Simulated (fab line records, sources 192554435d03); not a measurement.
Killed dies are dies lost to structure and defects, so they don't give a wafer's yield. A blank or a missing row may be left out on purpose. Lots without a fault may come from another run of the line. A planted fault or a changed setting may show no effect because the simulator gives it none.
Chamber matching | flow n5_finfet | N5_BEOL_M9_ETCH_61 on rie_diel-04: 4 sister chambers
The step etches SiARC in CF4, target depth 39 nm, time 65 s. 8 wafers are shown with their chamber, then 10 later ones without.

WAFERS WITH THEIR CHAMBER
wafer  | chamber | drypump_motor_current_A (A) | throttle_valve_pct (%)
L079.1 | 1       | 5.2                         | 15.56
L079.4 | 3       | 6.4                         | 15.83
L079.5 | 1       | 5.2                         | 15.55
L079.6 | 2       | 6.3                         | 15.19
L083.1 | 2       | 6.2                         | 15.18
L083.6 | 3       | 6.4                         | 15.85
L084.3 | 0       | 5.9                         | 15.50
L084.5 | 0       | 5.9                         | 15.50

WAFERS WITHOUT THEIR CHAMBER
wafer  | drypump_motor_current_A (A) | throttle_valve_pct (%)
L084.6 | 5.3                         | 15.56
L087.1 | 5.3                         | 15.58
L087.3 | 6.2                         | 15.20
L087.6 | 6.2                         | 15.21
L094.2 | 5.3                         | 15.60
L094.4 | 6.2                         | 15.26
L094.5 | 5.3                         | 15.62
L097.3 | 5.2                         | 15.63
L097.4 | 6.4                         | 15.91
L097.5 | 6.4                         | 15.90

WHICH CHAMBER EACH WENT THROUGH
wafer  | from the rows above | in truth
L084.6 | 1                   | 1
L087.1 | 1                   | 1
L087.3 | 2                   | 2
L087.6 | 2                   | 2
L094.2 | 1                   | 1
L094.4 | 2                   | 2
L094.5 | 1                   | 1
L097.3 | 1                   | 1
L097.4 | 3                   | 3
L097.5 | 3                   | 3
Placed correctly: 10 of 10. Can't be placed from these rows: 0. Placed wrongly: 0.
How it was worked out, from the rows above alone: a wafer's distance from a chamber is the root of the sum, over the readings, of the square of ((its reading less the chamber's mean) divided by the reading's scatter). The wafer belongs to the nearest chamber; if the next one is less than 2 further off, it can't be placed. A chamber's mean is the mean of its shown wafers. The scatter: the root of (the sum of the squares of (reading less its chamber's mean) over the shown wafers, divided by (wafers less chambers)).
